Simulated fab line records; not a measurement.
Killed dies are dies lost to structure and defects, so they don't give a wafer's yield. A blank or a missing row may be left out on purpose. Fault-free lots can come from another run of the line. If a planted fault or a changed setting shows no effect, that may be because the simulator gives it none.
Matching of chambers ; flow nand_harc ; NHARC_P_CONTACT_DEP_30 on pecvd-04: 3 sister chambers
The step deposits SiNx, target thk 30 nm. 6 wafers are shown with their chamber, then 10 later ones without.

== WAFERS, EACH WITH ITS CHAMBER ==
wafer;chamber;heater_power_w (W);heater_power_outer_w (W)
L082.3;1;653;371
L082.4;2;708;405
L083.1;2;847;531
L083.6;0;741;438
L086.2;0;714;408
L086.5;1;619;340

== WAFERS WITHOUT THEIR CHAMBER ==
wafer;heater_power_w (W);heater_power_outer_w (W)
L086.6;697;413
L092.1;821;512
L092.3;674;364
L092.6;687;373
L095.2;820;501
L095.3;716;467
L095.6;679;397
L097.1;614;312
L097.2;669;395
L097.4;682;408

== EACH ONE'S CHAMBER ==
wafer;from the rows above;in truth
L086.6;can't be placed: 0 or 1 or 2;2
L092.1;can't be placed: 2 or 0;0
L092.3;can't be placed: 1 or 0 or 2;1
L092.6;can't be placed: 1 or 0 or 2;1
L095.2;can't be placed: 2 or 0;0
L095.3;can't be placed: 0 or 2 or 1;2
L095.6;can't be placed: 0 or 1 or 2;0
L097.1;can't be placed: 1 or 0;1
L097.2;can't be placed: 1 or 0 or 2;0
L097.4;can't be placed: 0 or 1 or 2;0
Placed correctly: 0 of 10. Unplaceable from these rows: 10, with the true chamber sitting among the candidates in 10. 0 placed wrongly.
How it was worked out, from the rows above alone: a wafer's distance from a chamber is the root of the sum, over the readings, of the square of ((its reading less the chamber's mean) divided by the reading's scatter). The wafer belongs to the nearest chamber; if the next one is less than 2 further off, it can't be placed. The mean given for a chamber averages the wafers shown for that chamber. The scatter is the square root of a quotient: the sum, over the shown wafers, of each reading's squared deviation from its chamber's mean, divided by wafers minus chambers.
